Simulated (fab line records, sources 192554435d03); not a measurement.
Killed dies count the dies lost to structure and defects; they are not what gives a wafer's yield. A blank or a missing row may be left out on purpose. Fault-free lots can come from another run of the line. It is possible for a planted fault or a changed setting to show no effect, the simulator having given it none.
Split-lot study -- flow n5_finfet -- route with 1938 steps; 7 lots, 21 wafers read

## ON THE SPLIT
At N5_BEOL_M1_ETCH_70 (etches SOC in N2/H2, target depth 80 nm, overetch 16 nm, time 120 s), the setting source_w was moved away from the recipe's 840 W on 8 of the 21 wafers read, by -16.7% to +13.3%. This setting was run at the recipe's value on the other wafers.

Reading taken at the split's own step.

## THE READING
rf_vpp_V, in V, at N5_BEOL_M1_ETCH_70 (etches SOC in N2/H2, target depth 80 nm, overetch 16 nm, time 120 s). Fault-free wafers of this fab line usually give 524.6 V, standard deviation 2.1 V.

wafer,"tool, chamber at the split","source_w as run, W",against the recipe,"rf_vpp_V, V",against lot-mates on the recipe
L074.1,"rie_diel-06, 1",840,recipe,524.2,-
L074.3,"rie_diel-06, 2",699.4,-16.7%,555.1,+30.9
L074.5,"rie_diel-06, 3",699.4,-16.7%,552.4,+28.2
L075.3,"rie_diel-04, 0",734.4,-12.6%,549.0,+23.2
L075.4,"rie_diel-04, 3",840,recipe,526.9,-
L075.5,"rie_diel-04, 2",840,recipe,524.6,-
L082.2,"rie_diel-06, 2",738.7,-12.1%,544.7,+24.3
L082.3,"rie_diel-06, 0",738.7,-12.1%,547.8,+27.4
L082.4,"rie_diel-06, 3",840,recipe,520.4,-
L087.1,"rie_diel-06, 1",840,recipe,522.3,-
L087.4,"rie_diel-06, 2",840,recipe,522.5,-
L087.5,"rie_diel-06, 1",840,recipe,522.4,-
L090.2,"rie_diel-04, 1",840,recipe,527.5,-
L090.3,"rie_diel-04, 3",840,recipe,525.1,-
L090.4,"rie_diel-04, 0",799.3,-4.8%,534.2,+7.9
L094.3,"rie_diel-06, 0",840,recipe,523.5,-
L094.4,"rie_diel-06, 3",840,recipe,519.4,-
L094.5,"rie_diel-06, 1",840,recipe,522.8,-
L097.1,"rie_diel-04, 3",951.4,+13.3%,504.1,-19.6
L097.2,"rie_diel-04, 0",840,recipe,523.7,-
L097.4,"rie_diel-04, 1",951.4,+13.3%,505.0,-18.7

THE FIT
A straight line over all 21 wafers: rf_vpp_V changes by -1.73 V for each +1% of source_w; r = -0.99; the points scatter about the line by 2.4 V.
The same after taking each lot's own level away (the mean of its wafers on the recipe; 21 wafers): -1.74 V for each +1%; r = -0.99; scatter 2.1 V.
That fit puts the effect of the largest move of source_w on the reading at 29 V.
Across the lots, their own levels run from 520.40 to 526.30 V, a range of 2.8 times the standard deviation given above.
Hence the lot-to-lot level has little effect on the slope; both slopes agree.
Check: for one of the wafers moved furthest among these (-16.7%), held out of the fit, the line's prediction against its lot-mates is +29.8 V. It came out at +30.9 V against them.
Tool readings at the split's step, against how far the setting was moved: rf_vpp_V r = -0.99.

## THE OTHER SPLITS THESE WAFERS WENT THROUGH
These wafers also went through other splits before the reading. Each is held against what the fit with the lots' levels taken away leaves over:
other split on the same wafers,wafers away from the commonest value,r with rf_vpp_V (lot level and that fit taken away)
N5_MOL_CONTACT_COAG_VIA_ETCH_117 bias_w,7,+0.12
N5_BEOL_M0_SAQP_SPACER1_ALD_98 ald_cycles,8,+0.58
N5_BEOL_M1_COAT_61 spin_rpm,6,+0.37
N5_BEOL_M1_COAT_05 spin_rpm,9,-0.03

## FILE'S OWN FIT
rf_vpp_V changes by -1.78 V for each +1% of source_w, r = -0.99.
